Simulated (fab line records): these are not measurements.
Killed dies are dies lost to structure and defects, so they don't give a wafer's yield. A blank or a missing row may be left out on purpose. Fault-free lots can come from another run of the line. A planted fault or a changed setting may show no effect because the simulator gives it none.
fab line records	flow n5_finfet
record lots=6	wafers=16	last_day=17
route steps=1938 shown BEOL_M11@1587
lots with no fault: from the same line, run without faults
start_h: start of the lot's first displayed wafer, in hours after the record's first day	wait_h: time in hours since the lot's previous step	" the same as in the row above	L1.1+2: a single row standing in for several wafers	- no value, or no start given	* or withheld: withheld	< > ~ a bound
route shown NAME@n: NAME is a module with steps in the file, n the number in the route of the first one	usual: mean and standard deviation over wafers with no fault	same: alike in all rows	chamber/n: place in a boat	sites: each site's reading	_std_site: the values' standard deviation	_edge_site: inner sites' mean taken away from outer sites' mean	radius_mm: for every site, how far away it sits from the centre of the wafer	mask NAME#n: copy n	behind: the most recent tool/chamber to have shaped the wafer	hold: why the lot was held/for how many hours/how that ended	device: which transistor (n, p or np) failed to switch	end of line: the route-end tests of the same wafers	for a step that has no rows: nothing shown but its recipe	killed: count of dies lost to structure and defects at first sort (not the wafer's yield)	map: the dies of a wafer, with x for killed, . for not killed, _ for no die there
set.NAME: setting as actually run; set.NAME@STEP: the setting as run at that earlier step	model.NAME: the simulator's own value behind a step, which no gauge read
lots seen at some steps along the route; tables by step, rows by wafer
services: when a tool's chamber went out of use (start_h, in hours from the record's first day, below 0 if earlier), for how many hours, and the reason
## steps
# step N5_BEOL_M11_CURE_72
# recipe temp_c=370	time_s=120	ambient=DMADMS/He	material=SiCOH_lowk
# step N5_BEOL_M11_DEGAS_44
# recipe ambient=vacuum	temp_c=250	time_s=60
# usual heater_power_w=351/30
lot.wafer	tool	chamber	start_h	wait_h	heater_power_w
L381.2	pvd_sputter-01	-	228.60	0.7	345
L381.4	"	-	"	"	328
L381.5	"	-	"	"	353
L387.1	pvd_sputter-01	-	260.58	0.3	339
L387.2	"	-	"	"	341
L387.6	"	-	"	"	332
L393.5	pvd_sputter-03	-	294.13	0.6	348
L393.6	"	-	"	"	323
L395.2	pvd_sputter-01	-	317.58	1.2	352
L395.5	"	-	"	"	352
L403.1	pvd_sputter-02	-	356.55	0.3	347
L403.4	"	-	"	"	440
L403.5	"	-	"	"	358
L402.1	pvd_sputter-01	-	373.66	0.4	345
L402.2	"	-	"	"	348
L402.5	"	-	"	"	347
# step N5_BEOL_M11_PRE_CLEAN_45
# recipe gas=H2/He	time_s=30	temp_c=250
# usual heater_power_w=350/30
lot.wafer	tool	chamber	start_h	wait_h	heater_power_w
L381.2	pvd_sputter-01	-	228.64	0.0	341
L381.4	"	-	"	"	340
L381.5	"	-	"	"	359
L387.1	pvd_sputter-01	-	260.62	0.0	338
L387.2	"	-	"	"	341
L387.6	"	-	"	"	324
L393.5	pvd_sputter-03	-	294.17	0.0	343
L393.6	"	-	"	"	331
L395.2	pvd_sputter-01	-	317.62	0.0	353
L395.5	"	-	"	"	353
L403.1	pvd_sputter-02	-	356.59	0.0	334
L403.4	"	-	"	"	430
L403.5	"	-	"	"	362
L402.1	pvd_sputter-01	-	373.70	0.0	338
L402.2	"	-	"	"	342
L402.5	"	-	"	"	357
# step N5_BEOL_M11_ALD_74
# recipe material=TaN	target_thk_a=20	temp_c=275	ald_precursor_family=PDMAT	ald_co_reactant=NH3	pressure_torr=3	carrier_flow_sccm=1500	pulse_time_s=2	purge_time_s=3	co_reactant_purge_time_s=2	co_reactant_pulse_time_s=3	ald_cycles=40	precursor_vessel_temp_c=75	precursor_vessel_pressure_torr=26.25	precursor_vessel_carrier_sccm=1000
# usual heater_power_w=421/31	precursor_vessel_pressure_torr=26.25/0.057
lot.wafer	tool	chamber	start_h	wait_h	heater_power_w	precursor_vessel_pressure_torr
L381.2	ald_metal-02	1	228.74	0.1	417	26.28
L381.4	"	2	"	"	407	26.29
L381.5	"	2	"	"	406	26.20
L387.1	ald_metal-03	0	260.74	0.1	433	26.23
L387.2	"	3	"	"	390	26.28
L387.6	"	0	"	"	432	26.30
L393.5	ald_metal-04	3	294.34	0.2	483	26.15
L393.6	"	0	"	"	394	26.26
L395.2	ald_metal-03	0	317.68	0.0	423	26.21
L395.5	"	1	"	"	446	26.25
L403.1	ald_metal-04	3	356.67	0.1	462	26.24
L403.4	"	0	"	"	395	26.24
L403.5	"	0	"	"	397	26.16
L402.1	ald_metal-04	0	373.76	0.0	386	26.32
L402.2	"	3	"	"	484	26.20
L402.5	"	1	"	"	412	26.34
# step N5_BEOL_M11_SURFACE_TREAT_76
# recipe gas=Ar	time_s=*	ion_energy_ev=*	ion_current_ma_cm2=0.5	pressure_mtorr=*	ar_flow_sccm=30
# usual throttle_valve_pct=*
lot.wafer	tool	chamber	start_h	wait_h	throttle_valve_pct
L381.2	pvd_sputter-01	-	229.28	0.4	*
L381.4	"	-	"	"	*
L381.5	"	-	"	"	*
L387.1	pvd_sputter-02	-	261.30	0.4	*
L387.2	"	-	"	"	*
L387.6	"	-	"	"	*
L393.5	pvd_sputter-03	-	294.53	0.1	*
L393.6	"	-	"	"	*
L395.2	pvd_sputter-01	-	318.04	0.2	*
L395.5	"	-	"	"	*
L403.1	pvd_sputter-01	-	357.01	0.2	*
L403.4	"	-	"	"	*
L403.5	"	-	"	"	*
L402.1	pvd_sputter-02	-	374.20	0.3	*
L402.2	"	-	"	"	*
L402.5	"	-	"	"	*
# step N5_BEOL_M11_CVD_75
# recipe material=Co	target_thk_a=20	temp_c=withheld	precursor=CCTBA/H2	pressure_torr=30	time_s=138.9
# step N5_BEOL_M11_SPUTTER_48
# recipe material=Cu	target_thk_a=120	temp_c=-20	bias_v=60	power_w=26000	chamber_pressure_pa=0.13	time_s=2
# step N5_BEOL_M11_ECD_50
# recipe material=Cu	target_thk_a=3180
# step N5_BEOL_M11_ANNEAL_51
# recipe temp_c=225	time_s=90	ambient=N2
# step N5_BEOL_M11_CMP_52
# recipe stop_on=SiCOH_lowk	t_overpolish_s=7	down_force_psi=1	platen_rpm=50	clearing_platen_down_force_psi=1.5	clearing_platen_rpm=50	post_cmp_clean=cu_alkaline	target_thk_nm=140	clearing_platen_pad_velocity_m_s=0.99484	pad_velocity_m_s=0.99484
# usual barrier_field_endpoint_s=28.6/0.6	clearing_platen_rpm=50.004/0.028	motor_current_A=6.0/0.51	overpolish_run_s=7.000/0.009	slurry_flow_ml_min=150.1/0.48	time_to_endpoint_s=65.6/2.6
lot.wafer	tool	chamber	start_h	wait_h	barrier_field_endpoint_s	clearing_platen_rpm	motor_current_A	overpolish_run_s	slurry_flow_ml_min	time_to_endpoint_s
L381.4	cmp-03	3	230.14	0.2	28.8	50.053	6.7	6.978	150.1	66.6
L381.2	"	0	"	"	28.7	50.065	6.3	7.013	149.9	66.4
L381.5	"	1	"	"	29.5	50.044	5.9	7.003	151.2	68.7
L387.1	cmp-01	2	262.61	0.3	27.5	49.973	5.6	6.994	150.1	60.6
L387.2	"	1	"	"	28.4	50.006	5.9	6.991	150.0	61.6
L387.6	"	2	"	"	28.5	49.982	5.7	7.006	150.2	63.7
L393.5	cmp-04	2	295.81	0.2	28.0	49.990	5.9	7.002	151.0	60.9
L393.6	"	3	"	"	29.0	50.012	5.3	7.023	150.5	61.5
L395.2	cmp-01	2	318.89	0.2	28.7	50.055	5.9	7.005	150.1	69.4
L395.5	"	3	"	"	29.7	50.017	6.0	7.008	150.7	68.2
L403.1	cmp-01	1	357.86	0.3	28.3	49.993	5.7	7.017	149.8	62.2
L403.4	"	2	"	"	28.4	49.986	5.8	7.004	150.4	62.3
L403.5	"	2	"	"	29.2	49.990	5.7	7.007	150.6	66.4
L402.2	cmp-04	3	376.80	0.2	28.6	49.983	5.4	7.010	149.7	70.1
L402.1	"	0	"	"	29.1	49.992	7.9	6.995	150.5	70.5
L402.5	"	0	"	"	28.4	49.967	7.5	7.001	150.4	68.6
# step N5_BEOL_M11_THK_MEAS_53
# recipe thk_meas_gauge=xrf	reads=Cu_of_BEOL_M11_ECD_50
# usual M11_THK=140.6/2.4
lot.wafer	tool	chamber	start_h	wait_h	M11_THK[nm]
L381.2	film_metro-02	-	230.36	-	140.8
L381.4	"	-	"	"	140.9
L381.5	"	-	"	"	139.4
L387.1	film_metro-01	-	262.91	-	142.7
L387.2	"	-	"	"	143.6
L387.6	"	-	"	"	140.8
L393.5	film_metro-02	-	295.95	-	137.5
L393.6	"	-	"	"	138.5
L395.2	film_metro-01	-	319.18	-	141.1
L395.5	"	-	"	"	143.1
L403.1	film_metro-01	-	358.15	-	137.0
L403.4	"	-	"	"	139.6
L403.5	"	-	"	"	139.7
L402.1	film_metro-02	-	377.09	-	139.9
L402.2	"	-	"	"	141.2
L402.5	"	-	"	"	141.1
# step N5_BEOL_M11_PRE_CLEAN_55
# recipe gas=NH3	time_s=15	temp_c=withheld	rf_power_w=300
# step N5_BEOL_M11_DEP_56
# recipe material=SiCN	target_thk_a=300	temp_c=withheld	precursor=3MS/NH3	pressure_torr=3	rf_w=675	time_s=10.5
# usual showerhead_plenum_p_Torr=4.153/0.02	throttle_valve_pct=18.6/1.2
lot.wafer	tool	chamber	start_h	wait_h	showerhead_plenum_p_Torr	throttle_valve_pct	model.SiCN_of_BEOL_M11_DEP_56.thk_nm
L381.2	pecvd-03	1	230.43	0.0	4.172	17.9	29.8
L381.4	"	1	"	"	4.155	17.8	30.2
L381.5	"	1	"	"	4.167	18.1	30.2
L387.1	pecvd-02	2	262.97	0.0	4.132	18.5	29.6
L387.2	"	0	"	"	4.128	19.3	29.8
L387.6	"	1	"	"	4.161	20.4	30.6
L393.5	pecvd-02	2	296.03	0.0	4.141	18.7	30.4
L393.6	"	0	"	"	4.123	19.2	40.8
L395.2	pecvd-02	0	319.24	0.0	4.119	19.3	39.8
L395.5	"	2	"	"	4.141	18.7	30.2
L403.1	pecvd-04	1	358.21	0.0	4.152	19.2	30.2
L403.4	"	2	"	"	4.162	17.3	30.6
L403.5	"	0	"	"	4.173	19.4	30.4
L402.1	pecvd-04	1	377.15	0.0	4.158	19.1	29.6
L402.2	"	0	"	"	4.180	19.2	29.6
L402.5	"	1	"	"	4.149	19.3	30.2
# step N5_BEOL_M11_RS_MEAS_57
# recipe thk_meas_gauge=four-point-probe	reads=Cu_of_BEOL_M11_ECD_50+Co_of_BEOL_M11_CVD_75+TaN_of_BEOL_M11_ALD_74
# usual M11_RS=0.1511/0.0027
lot.wafer	tool	chamber	start_h	wait_h	M11_RS[ohm/sq]
L381.2	film_metro-01	-	230.51	0.1	0.1514
L381.4	"	-	"	"	0.1504
L381.5	"	-	"	"	0.1531
L387.1	film_metro-01	-	263.03	0.0	0.1469
L387.2	"	-	"	"	0.1472
L387.6	"	-	"	"	0.1495
L393.5	film_metro-01	-	296.08	0.0	0.1560
L393.6	"	-	"	"	0.1546
L395.2	film_metro-02	-	319.31	0.0	0.1495
L395.5	"	-	"	"	0.1468
L403.1	film_metro-02	-	358.28	0.0	0.1547
L403.4	"	-	"	"	0.1516
L403.5	"	-	"	"	0.1517
L402.1	film_metro-02	-	377.22	0.0	0.1518
L402.2	"	-	"	"	0.1510
L402.5	"	-	"	"	0.1509
## services
tool	chamber	start_h	hours	kind
cmp-04	-	206.11	-	consumable_replace:conditioner
cmp-04	-	207.42	3.5	pm
ald_metal-04	-	214.64	14.6	pm
pecvd-02	2	215.15	5.5	scheduled_down
pecvd-04	-	249.40	0.3	repair
cmp-01	-	264.83	4.0	pm
pecvd-04	0	267.41	5.0	scheduled_down
cmp-01	-	268.83	-	consumable_replace:conditioner
cmp-01	-	268.83	-	consumable_replace:pad
pecvd-02	-	274.24	0.2	repair
pecvd-02	-	274.66	5.5	pm
cmp-01	-	278.43	11.6	pm
cmp-03	-	288.57	3.1	pm
ald_metal-04	-	288.82	0.9	repair
pecvd-04	-	292.55	1.2	repair
pecvd-03	-	294.43	10.2	repair
cmp-04	-	299.89	2.2	repair
ald_metal-02	-	317.00	6.0	pm
pvd_sputter-02	-	317.00	6.5	repair
cmp-01	-	333.78	6.5	pm
ald_metal-03	-	337.25	14.0	pm
cmp-04	-	341.87	7.1	pm
pecvd-02	2	349.91	6.0	repair
cmp-04	-	349.96	3.6	repair
## key
first_sign none at tools or gauges
model_effect step=N5_BEOL_M11_DEP_56	value=SiCN_of_BEOL_M11_DEP_56.thk_nm	without=29.9	struck=40.3
met_at N5_BEOL_M11_DEP_56
struck_wafers L393.6,L395.2
onset_between 262.97 296.03
fault kind=process_parameter_drift	tool=pecvd-02	chamber=-	onset_h=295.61	steps=N5_BEOL_M11_DEP_56	channel=time_s	offset=*	shape=step	end_h=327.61	scope=struck_wafers_only	acts_in=*	stated=*
